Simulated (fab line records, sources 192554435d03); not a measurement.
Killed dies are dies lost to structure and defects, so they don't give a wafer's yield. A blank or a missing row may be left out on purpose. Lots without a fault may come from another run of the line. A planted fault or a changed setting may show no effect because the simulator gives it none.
fab line records | flow n5_finfet
record lots=9 wafers=27 last_day=22
route steps=1938 shown BEOL_M4@1111 BEOL_M7@1267 PASSIVATION@1936
lots that met no fault: from a run of the same line without faults
start_h: hours from the record's first day to the start of the lot's first wafer shown | wait_h: hours since the lot's step before | " the same as in the row above | L1.1+2: a row that stands for several wafers | - no value, or no start given | * or withheld: withheld | < > ~ a bound
route shown NAME@n: a module of which the file shows steps, and the number in the route of the first | usual: mean/standard deviation of fault-free wafers | same: alike in all rows | chamber/n: place in a boat | sites: the reading at each site | _std_site: their standard deviation | _edge_site: outer sites' mean less inner sites' | radius_mm: how far each site lies from the wafer's centre | mask NAME#n: copy n | behind: the tool/chamber that last shaped the wafer | hold: why the lot was held/for how many hours/how that ended | device: the transistor (n, p or np) that didn't switch | end of line: the same wafers' tests at the end of the route | a step without rows: its recipe alone | killed: dies lost to structure and defects at the first sort, not the wafer's yield | map: a wafer's dies, x killed, . not, _ none there
set.NAME: the setting as run; set.NAME@STEP: as run at that earlier step | model.NAME: the simulator's own value behind a step, which no gauge read
steps of the route over a sample of lots; a table a step, a row a wafer
services: from which hour (start_h, from the record's first day; less than 0 if before it) a tool's chamber was out of use, for how many hours, and why
## steps
# step N5_BEOL_M4_RC_MEAS_101
# usual DIBL_N=36.3/1.1 DIBL_P=36.3/1.4 IOFF_N=0.155/0.019 IOFF_P=0.211/0.027 ION_N=672/8.5 ION_P=462/5.8 SS_N=71.5/0.56 SS_P=73.3/0.52 VT_N=249.9/2.5 VT_P=-249.8/2.8
# columns lot.wafer tool chamber start_h wait_h DIBL_N[mV/V] DIBL_P[mV/V] IOFF_N[nA/um] IOFF_P[nA/um] ION_N[uA/um] ION_P[uA/um] SS_N[mV/dec] SS_P[mV/dec] VT_N[mV] VT_P[mV]
L555.4 prober-01 0 228.86 0.5 35.6 36.9 0.152 0.178 669 451 71.1 73.6 248.7 -253.7
L555.5 " 0 " " 34.9 35.4 0.134 0.170 670 456 71.3 73.3 249.2 -252.4
L555.6 " 0 " " 35.7 35.9 0.153 0.178 671 455 72.0 73.3 251.5 -253.4
L557.4 prober-01 0 238.37 0.5 37.2 37.1 0.172 0.244 676 472 71.9 73.9 248.4 -244.4
L557.5 " 0 " " 36.5 36.6 0.161 0.243 672 467 71.8 73.0 247.0 -247.3
L557.6 " 0 " " 35.9 35.2 0.140 0.227 669 469 71.0 72.7 252.1 -248.4
L560.1 prober-02 0 289.57 0.0 36.7 37.0 0.177 0.217 689 466 71.6 74.0 250.4 -248.3
L560.2 " 0 " " 37.7 37.7 0.182 0.223 677 459 72.3 73.2 245.9 -247.1
L560.4 " 0 " " 36.1 34.9 0.156 0.183 670 456 71.0 73.2 249.7 -251.6
L562.2 prober-02 0 311.20 0.2 35.9 36.0 0.138 0.162 662 451 71.5 73.4 250.9 -255.3
L562.3 " 0 " " 35.7 35.8 0.138 0.165 671 455 71.1 72.9 253.8 -253.9
L562.4 " 0 " " 35.2 35.6 0.128 0.158 668 456 70.8 72.3 255.3 -256.4
L563.4 prober-02 0 322.57 0.5 36.8 35.7 0.137 0.201 677 467 70.4 72.5 250.5 -250.7
L563.5 " 0 " " 37.9 37.1 0.163 0.222 675 468 71.6 73.2 249.0 -246.1
L563.6 " 0 " " 37.7 37.4 0.156 0.216 672 461 71.7 74.0 248.3 -251.8
L565.3 prober-01 0 335.78 0.3 34.7 33.6 0.137 0.184 666 458 70.4 72.8 250.3 -251.3
L565.5 " 0 " " 36.8 35.7 0.175 0.211 667 453 71.2 73.8 248.7 -250.6
L565.6 " 0 " " 35.3 34.6 0.146 0.197 665 458 70.7 73.1 248.0 -250.7
L566.2 prober-01 0 346.64 0.2 36.8 37.0 0.144 0.238 663 460 72.3 73.7 251.8 -247.6
L566.4 " 0 " " 34.9 35.0 0.116 0.204 650 455 71.6 72.6 257.1 -250.4
L566.6 " 0 " " 37.2 37.4 0.153 0.250 665 460 72.1 73.7 251.9 -248.8
L567.2 prober-02 0 355.04 0.2 36.0 35.6 0.151 0.238 667 468 71.7 73.2 248.3 -246.1
L567.5 " 0 " " 34.5 33.9 0.128 0.210 662 464 70.8 72.8 253.7 -245.9
L567.6 " 0 " " 36.7 36.1 0.169 0.253 682 467 71.6 72.9 245.5 -243.8
L572.1 prober-02 0 391.34 0.0 36.7 36.8 0.160 0.218 677 467 71.3 73.0 248.6 -247.3
L572.4 " 0 " " 37.0 37.5 0.168 0.219 684 468 70.9 72.6 249.9 -248.5
L572.5 " 0 " " 35.8 35.6 0.143 0.199 665 463 71.3 73.0 249.8 -250.6
# step N5_BEOL_M7_HM_DEP_02
# recipe material=TiN target_thk_a=200 temp_c=25 chamber_pressure_pa=0.49996
# usual chamber_pressure_pa=0.5001/0.0011 throttle_valve_pct=29.5/1
# columns lot.wafer tool chamber start_h wait_h chamber_pressure_pa throttle_valve_pct
L555.4 pvd_sputter-02 - 256.02 0.8 0.5001 31.0
L555.5 " - " " 0.5015 31.2
L555.6 " - " " 0.5005 30.3
L557.4 pvd_sputter-02 - 267.30 0.1 0.4984 28.4
L557.5 " - " " 0.5001 30.1
L557.6 " - " " 0.4976 28.9
L560.1 pvd_sputter-02 - 317.27 2.0 0.4990 30.1
L560.2 " - " " 0.4980 28.6
L560.4 " - " " 0.5024 31.0
L562.2 pvd_sputter-03 - 338.48 2.6 0.4980 29.5
L562.3 " - " " 0.5007 28.0
L562.4 " - " " 0.5006 29.1
L563.4 pvd_sputter-02 - 342.47 1.1 0.4990 30.1
L563.5 " - " " 0.4987 28.6
L563.6 " - " " 0.4985 30.5
L565.3 pvd_sputter-02 - 357.32 1.2 0.5005 28.7
L565.5 " - " " 0.5020 31.2
L565.6 " - " " 0.5012 30.2
L566.2 pvd_sputter-02 - 371.57 3.2 0.5013 30.9
L566.4 " - " " 0.5001 28.5
L566.6 " - " " 0.4997 31.2
L567.2 pvd_sputter-03 - 380.69 0.0 0.5016 29.3
L567.5 " - " " 0.5004 27.8
L567.6 " - " " 0.5003 29.2
L572.1 pvd_sputter-03 - 420.98 1.0 0.4996 28.2
L572.4 " - " " 0.5001 28.7
L572.5 " - " " 0.4999 29.0
# step N5_BEOL_M7_CD_MEAS_11
# recipe target_cd_nm=38.5 landing_energy_ev=500 detector=se_inlens polarity=opening
# usual cd_nm=38.4/0.43
# columns lot.wafer tool chamber start_h wait_h cd_nm
L555.4 cd_sem-01 0 256.54 - 39.1
L555.5 " 0 " " 38.9
L555.6 " 0 " " 38.8
L557.4 cd_sem-02 0 267.68 - 38.5
L557.5 " 0 " " 38.0
L557.6 " 0 " " 38.3
L560.1 cd_sem-03 0 317.77 - 38.2
L560.2 " 0 " " 38.2
L560.4 " 0 " " 38.5
L562.2 cd_sem-03 0 338.98 - 38.4
L562.3 " 0 " " 38.3
L562.4 " 0 " " 38.1
L563.4 cd_sem-02 0 342.85 - 38.0
L563.5 " 0 " " 38.1
L563.6 " 0 " " 38.2
L565.3 cd_sem-01 0 357.69 - 38.2
L565.5 " 0 " " 38.4
L565.6 " 0 " " 38.5
L566.2 cd_sem-01 0 371.96 - 38.6
L566.4 " 0 " " 38.3
L566.6 " 0 " " 38.5
L567.2 cd_sem-01 0 381.06 - 39.6
L567.5 " 0 " " 39.2
L567.6 " 0 " " 39.8
L572.1 cd_sem-03 0 421.36 - 39.0
L572.4 " 0 " " 38.9
L572.5 " 0 " " 39.2
# step N5_BEOL_M7_STRIP_67
# recipe chemistry=CF4 resist=SiARC power_w=300 bias_power_w=75 pressure_mtorr=50 cf4_flow_sccm=150 rf_frequency_hz=6e+07
# usual drypump_motor_current_A=5.8/0.34 oes_product_au=0.83/0.068 rf_vpp_V=271.5/1.5 showerhead_plenum_p_Torr=1.81/0.054 throttle_valve_pct=13.52/0.22
# columns lot.wafer tool chamber start_h wait_h drypump_motor_current_A oes_product_au rf_hours_counter_h rf_vpp_V showerhead_plenum_p_Torr throttle_valve_pct
L555.4 rie_diel-01 0 256.87 0.0 5.4 0.87 - 269.4 1.76 13.48
L555.5 " 3 " " 6.0 0.86 - 270.7 1.82 13.42
L555.6 " 1 " " 5.7 0.97 - 273.6 1.90 13.36
L557.4 rie_diel-01 3 268.00 0.0 6.1 0.86 55 273.2 1.82 13.43
L557.5 " 0 " " 5.4 0.87 - 270.4 1.76 13.50
L557.6 " 3 " " 6.1 0.86 - 271.9 1.82 13.41
L560.1 rie_diel-01 2 318.20 0.0 5.7 0.79 106 270.7 1.81 13.82
L560.2 " 0 " " 5.4 0.85 50 269.3 1.75 13.50
L560.4 " 1 " " 5.7 0.92 16 273.5 1.90 13.37
L562.2 rie_diel-06 2 339.30 0.0 5.5 0.77 148 272.3 1.79 13.54
L562.3 " 1 " " 6.3 0.87 48 270.2 1.76 13.59
L562.4 " 0 " " 6.5 0.73 187 273.1 1.85 13.63
L563.4 rie_diel-03 3 343.17 0.0 6.1 0.77 144 270.6 1.73 13.54
L563.5 " 1 " " 5.2 0.96 - 272.4 1.84 13.05
L563.6 " 2 " " 5.9 0.79 - 271.3 1.81 13.58
L565.3 rie_diel-03 2 358.01 0.0 5.9 0.78 103 272.0 1.81 13.58
L565.5 " 1 " " 5.2 0.95 - 272.1 1.83 13.05
L565.6 " 2 " " 5.9 0.78 - 272.5 1.81 13.59
L566.2 rie_diel-06 0 372.28 0.0 6.5 0.73 192 270.6 1.85 13.64
L566.4 " 1 " " 6.3 0.86 54 270.7 1.76 13.60
L566.6 " 2 " " 5.5 0.76 - 271.9 1.79 13.58
L567.2 rie_diel-03 0 381.82 0.0 6.0 0.80 96 267.6 1.74 13.70
L567.5 " 1 " " 5.2 0.93 - 272.8 1.83 13.08
L567.6 " 3 " " 6.1 0.76 - 270.3 1.72 13.52
L572.1 rie_diel-01 2 421.80 0.0 5.7 0.76 132 271.4 1.81 13.87
L572.4 " 3 " " 6.1 0.82 91 271.5 1.81 13.48
L572.5 " 2 " " 5.7 0.76 - 269.6 1.81 13.86
# step N5_BEOL_M7_VIA_ETCH_34
# recipe chemistry=C4F6/O2 target=SiCOH_lowk target_depth_a=1255 mask_material=SOC taper_deg=4 time_s=50.5 ion_energy_ev=250 pressure_mtorr=30 source_w=345 bias_w=185 Ar_flow_sccm=300 C4F6_flow_sccm=10 O2_flow_sccm=10
# usual drypump_motor_current_A=5.8/0.36 oes_o_777_au=0.83/0.066 oes_product_au=0.83/0.072 rf_vpp_V=662/7.8 showerhead_plenum_p_Torr=2.86/0.089 throttle_valve_pct=20.85/0.21
# columns lot.wafer tool chamber start_h wait_h drypump_motor_current_A oes_o_777_au oes_product_au rf_hours_counter_h rf_vpp_V showerhead_plenum_p_Torr throttle_valve_pct
L555.4 rie_diel-01 1 262.90 0.0 5.6 0.95 0.95 - 668 3.03 20.83
L555.5 " 3 " " 6.1 0.88 0.87 - 653 2.88 20.72
L555.6 " 0 " " 5.4 0.86 0.88 - 658 2.79 20.94
L557.4 rie_diel-03 3 271.44 0.0 6.2 0.80 0.78 120 658 2.74 20.70
L557.5 " 1 " " 5.2 0.68 0.68 - 675 2.91 20.74
L557.6 " 2 " " 5.8 0.83 0.81 - 657 2.88 20.90
L560.1 rie_diel-01 2 322.58 0.0 5.7 0.77 0.78 107 673 2.86 21.13
L560.2 " 1 " " 5.6 0.91 0.92 17 670 3.02 20.84
L560.4 " 3 " " 6.1 0.86 0.85 68 652 2.88 20.75
L562.2 rie_diel-03 1 342.19 0.0 5.2 0.95 0.97 6 674 2.91 20.38
L562.3 " 3 " " 6.2 0.78 0.77 143 658 2.73 20.74
L562.4 " 0 " " 6.0 0.82 0.82 87 672 2.77 21.10
L563.4 rie_diel-03 3 344.21 0.0 6.1 0.77 0.28 144 657 2.73 20.59
L563.5 " 2 " " 5.9 0.79 0.30 - 656 2.87 20.79
L563.6 " 1 " " 5.2 0.95 0.37 - 674 2.91 20.25
L565.3 rie_diel-06 1 360.60 0.0 6.3 0.87 0.32 51 650 2.78 20.83
L565.5 " 2 " " 5.5 0.77 0.28 - 662 2.86 20.76
L565.6 " 1 " " 6.3 0.88 0.32 - 651 2.78 20.83
L566.2 rie_diel-03 0 375.47 0.0 6.0 0.81 0.30 94 671 2.77 20.98
L566.4 " 2 " " 5.9 0.79 0.29 107 658 2.87 20.80
L566.6 " 1 " " 5.2 0.93 0.35 - 674 2.91 20.25
L567.2 rie_diel-06 2 384.29 0.0 5.5 0.77 0.76 157 662 2.86 20.91
L567.5 " 2 " " 5.5 0.77 0.76 - 663 2.86 20.93
L567.6 " 3 " " 5.8 0.92 0.93 - 667 3.02 20.41
L572.1 rie_diel-03 3 424.23 0.0 6.2 0.76 0.74 163 655 2.73 20.76
L572.4 " 0 " " 6.0 0.80 0.79 107 670 2.76 21.13
L572.5 " 1 " " 5.2 0.90 0.91 - 674 2.90 20.42
# step N5_BEOL_M7_OCD_MEAS_38
# usual trench_depth_nm=93.5/1.1
# columns lot.wafer tool chamber start_h wait_h trench_depth_nm
L555.4 ocd-02 - 263.13 - 93.9
L555.5 " - " " 95.6
L555.6 " - " " 95.2
L557.4 ocd-01 - 271.70 - 92.5
L557.5 " - " " 91.3
L557.6 " - " " 94.6
L560.1 ocd-02 - 322.83 - 92.7
L560.2 " - " " 93.5
L560.4 " - " " 96.2
L562.2 ocd-01 - 342.44 - 93.3
L562.3 " - " " 92.9
L562.4 " - " " 93.1
L563.4 ocd-01 - 344.47 - -
L563.5 " - " " -
L563.6 " - " " -
L565.3 ocd-02 - 360.85 - -
L565.5 " - " " -
L565.6 " - " " -
L566.2 ocd-02 - 375.72 - -
L566.4 " - " " -
L566.6 " - " " -
L567.2 ocd-02 - 384.54 - 93.3
L567.5 " - " " 92.9
L567.6 " - " " 94.3
L572.1 ocd-01 - 424.48 - 91.0
L572.4 " - " " 92.8
L572.5 " - " " 93.3
# step N5_BEOL_M7_CD_MEAS_35
# recipe target_cd_nm=40 polarity=opening
# usual cd_nm=39.9/0.47
# columns lot.wafer tool chamber start_h wait_h cd_nm
L555.4 cd_sem-01 - 263.29 0.0 39.8
L555.5 " - " " 40.5
L555.6 " - " " 40.0
L557.4 cd_sem-02 - 271.85 0.0 40.1
L557.5 " - " " 39.9
L557.6 " - " " 40.0
L560.1 cd_sem-03 - 322.99 0.0 39.9
L560.2 " - " " 40.1
L560.4 " - " " 39.6
L562.2 cd_sem-02 - 342.61 0.0 39.9
L562.3 " - " " 40.1
L562.4 " - " " 39.4
L563.4 cd_sem-03 - 344.64 0.0 -
L563.5 " - " " -
L563.6 " - " " -
L565.3 cd_sem-03 - 361.00 0.0 -
L565.5 " - " " -
L565.6 " - " " -
L566.2 cd_sem-03 - 375.87 0.0 -
L566.4 " - " " -
L566.6 " - " " -
L567.2 cd_sem-02 - 384.70 0.0 40.6
L567.5 " - " " 40.6
L567.6 " - " " 41.3
L572.1 cd_sem-02 - 424.64 0.0 41.3
L572.4 " - " " 40.9
L572.5 " - " " 40.5
# step N5_PASSIVATION_PROBE_49
# usual defect_limited_yield=91.4/1.2 killed_at_M0_to_M3=34/10 killed_at_M4_up=14/5.1 killed_at_contacts=12/6.4 killed_at_front_end=38/9.3 killed_at_other=4/3 killed_dies=102/15 killed_on_rim=13/3.6 killed_open=67/12 killed_short=33/6.9 sort_bin_5_function=5.0/0.86 sort_bin_6_memory=3.2/0.58 sort_n_pass=1078/15 sort_yield_pct=91.4/1.2
# same gross_dies=1180 killed_at_back_side=0 sort_bin_4_leakage[%]=0 sort_bin_8_speed[%]=0
# columns lot.wafer tool chamber start_h wait_h defect_limited_yield[%] killed_at_M0_to_M3 killed_at_M4_up killed_at_contacts killed_at_front_end killed_at_other killed_dies killed_on_rim killed_open killed_short sort_bin_5_function[%] sort_bin_6_memory[%] sort_n_pass sort_yield_pct[%]
L563.4 prober-02 - 422.04 0.3 0 23 1112 4 36 5 1180 152 51 30 97.6 2.4 0 0
L563.5 prober-02 - 422.09 0.4 0 52 1089 6 28 5 1180 152 64 36 96.0 3.7 0 0
L563.6 prober-02 - 422.14 0.4 0 30 1090 14 46 0 1180 152 71 33 96.4 3.3 0 0
L565.3 prober-01 - 438.56 0.1 0 29 1037 8 102 4 1180 152 60 25 94.2 4.4 0 0
L565.5 prober-01 - 438.66 0.2 0 35 1030 11 98 6 1180 152 58 31 94.7 3.6 0 0
L565.6 prober-01 - 438.71 0.3 0 20 1020 13 120 7 1180 152 43 34 95.6 3.4 0 0
L566.2 prober-02 - 468.38 0.8 0 42 999 13 124 2 1180 152 85 34 93.6 4.7 0 0
L566.4 prober-02 - 468.48 0.9 0 35 1002 24 116 3 1180 152 81 42 93.7 5.2 0 0
L566.6 prober-02 - 468.58 1.0 0 30 1016 15 112 7 1180 152 81 36 94.6 4.9 0 0
# killed by level:class
L563.4 BEOL_M7:area_open=1096 FIN_SAQP:geometric_particle:short=7 BEOL_M4:geometric_particle:open=6 STI_FIN_REVEAL:geometric_particle:open=5 BEOL_M3:geometric_particle:open=5 GATE_CUT:geometric_particle:short=5 BEOL_M3:geometric_particle:short=5 STARTING-WAFER:geometric_particle:open=5
L563.5 BEOL_M7:area_open=1078 BEOL_M0_SAQP:geometric_particle:open=11 BEOL_M0_SAQP:geometric_particle:short=11 BEOL_M0:geometric_particle:open=8 FIN_SAQP:geometric_particle:short=6 BEOL_M2:geometric_particle:open=6 MOL_CONTACT_COAG:geometric_particle:open=5 BEOL_M1:geometric_particle:open=5
L563.6 BEOL_M7:area_open=1073 FIN_SAQP:geometric_particle:open=14 BEOL_M1:geometric_particle:open=10 MOL_CONTACT_COAG:geometric_particle:open=8 FIN_SAQP:geometric_particle:short=6 MOL_CONTACT_COAG:geometric_particle:short=6 BEOL_M3:geometric_particle:open=6 STI_FIN_REVEAL:geometric_particle:open=5
L565.3 BEOL_M7:area_open=1020 FIN_SAQP:unspecified=74 BEOL_M4:geometric_particle:open=7 MOL_CONTACT_COAG:geometric_particle:open=7 BEOL_M2:geometric_particle:open=7 FIN_SAQP:geometric_particle:open=6 BEOL_M1:geometric_particle:open=6 BEOL_M0_SAQP:geometric_particle:open=5
L565.5 BEOL_M7:area_open=1020 FIN_SAQP:unspecified=67 FIN_SAQP:geometric_particle:open=12 MOL_CONTACT_COAG:geometric_particle:open=9 FIN_SAQP:geometric_particle:short=8 BEOL_M0_SAQP:geometric_particle:short=7 BEOL_M2:geometric_particle:open=7 BEOL_M1:geometric_particle:open=5
L565.6 BEOL_M7:area_open=1015 FIN_SAQP:unspecified=86 MOL_CONTACT_COAG:geometric_particle:open=8 STI_FIN_REVEAL:geometric_particle:open=7 DUMMY_GATE:geometric_particle:open=5 MOL_CONTACT_COAG:geometric_particle:short=5 BEOL_M0_SAQP:geometric_particle:short=5 STARTING-WAFER:geometric_particle:short=5
L566.2 BEOL_M7:area_open=990 FIN_SAQP:unspecified=69 FIN_SAQP:geometric_particle:open=16 MOL_CONTACT_COAG:geometric_particle:open=11 BEOL_M0_SAQP:geometric_particle:short=10 FIN_SAQP:geometric_particle:short=10 DUMMY_GATE:geometric_particle:open=10 BEOL_M2:geometric_particle:open=10
L566.4 BEOL_M7:area_open=986 FIN_SAQP:unspecified=67 MOL_CONTACT_COAG:geometric_particle:open=21 FIN_SAQP:geometric_particle:open=17 BEOL_M2:geometric_particle:open=11 FIN_SAQP:geometric_particle:short=8 BEOL_M0_SAQP:geometric_particle:open=7 STARTING-WAFER:geometric_particle:short=6
L566.6 BEOL_M7:area_open=997 FIN_SAQP:unspecified=64 MOL_CONTACT_COAG:geometric_particle:open=14 FIN_SAQP:geometric_particle:short=11 DUMMY_GATE:geometric_particle:open=9 BEOL_M0_SAQP:geometric_particle:open=8 FIN_SAQP:geometric_particle:open=7 STI_FIN_REVEAL:geometric_particle:open=7
## services
# columns tool chamber start_h hours kind
rie_diel-01 2 254.21 11.8 repair
rie_diel-06 3 270.58 2.7 repair
pvd_sputter-03 - 273.75 1.9 repair
rie_diel-03 1 291.71 - clean
rie_diel-03 1 291.71 - consumable_replace:focus_ring
rie_diel-03 1 291.71 26.1 scheduled_down
rie_diel-03 1 291.71 26.1 vent_cycle
rie_diel-06 3 293.02 - clean
rie_diel-06 3 293.02 - consumable_replace:focus_ring
rie_diel-06 3 293.02 - consumable_replace:showerhead
rie_diel-06 3 293.02 24.9 scheduled_down
rie_diel-06 3 293.02 24.9 vent_cycle
rie_diel-01 0 323.77 1.3 repair
pvd_sputter-03 - 368.86 6.0 repair
## key
first_sign step=N5_BEOL_M7_VIA_ETCH_34 reading=oes_product_au direction=down sigmas=7.1 usual=0.83 struck=0.31
effect step=N5_BEOL_M7_OCD_MEAS_38 reading=trench_depth_nm direction=missing
effect step=N5_BEOL_M7_CD_MEAS_35 reading=cd_nm direction=missing
effect step=N5_PASSIVATION_PROBE_49 reading=killed_at_M4_up direction=up sigmas=99+ usual=14 struck=1044
more_kills_born_at N5_BEOL_M7_HM_OPEN_17@rie_metal-01=3247 N5_BEOL_M7_HM_OPEN_17@rie_metal-03=3055 N5_BEOL_M7_HM_OPEN_17@rie_metal-02=2973
met_at N5_BEOL_M7_HM_DEP_02
struck_lots L563,L565,L566
later_rows_left_out L563.4,L563.5,L563.6,L565.3,L565.5,L565.6,L566.2,L566.4,L566.6
not_acting_at N5_BEOL_M7_CD_MEAS_11,N5_BEOL_M7_STRIP_67
onset_between 317.27 342.47
earlier_fault kind=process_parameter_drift tool=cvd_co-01 chamber=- onset_h=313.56 steps=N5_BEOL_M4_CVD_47 channel=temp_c offset=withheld shape=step acts_in=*
earlier_fault kind=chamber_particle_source tool=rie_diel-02 chamber=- onset_h=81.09 steps=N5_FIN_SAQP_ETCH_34 rate_per_visit_cm2=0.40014 until_the_next_wet_clean=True
fault kind=process_parameter_drift tool=pvd_sputter-02 chamber=- onset_h=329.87 steps=N5_BEOL_M7_HM_DEP_02 channel=target_thk_a offset=* shape=step acts_in=* stated=*
# later_rows_left_out: the simulator's readings of these wafers behind a module that went badly wrong aren't trusted and aren't shown, but for the sort
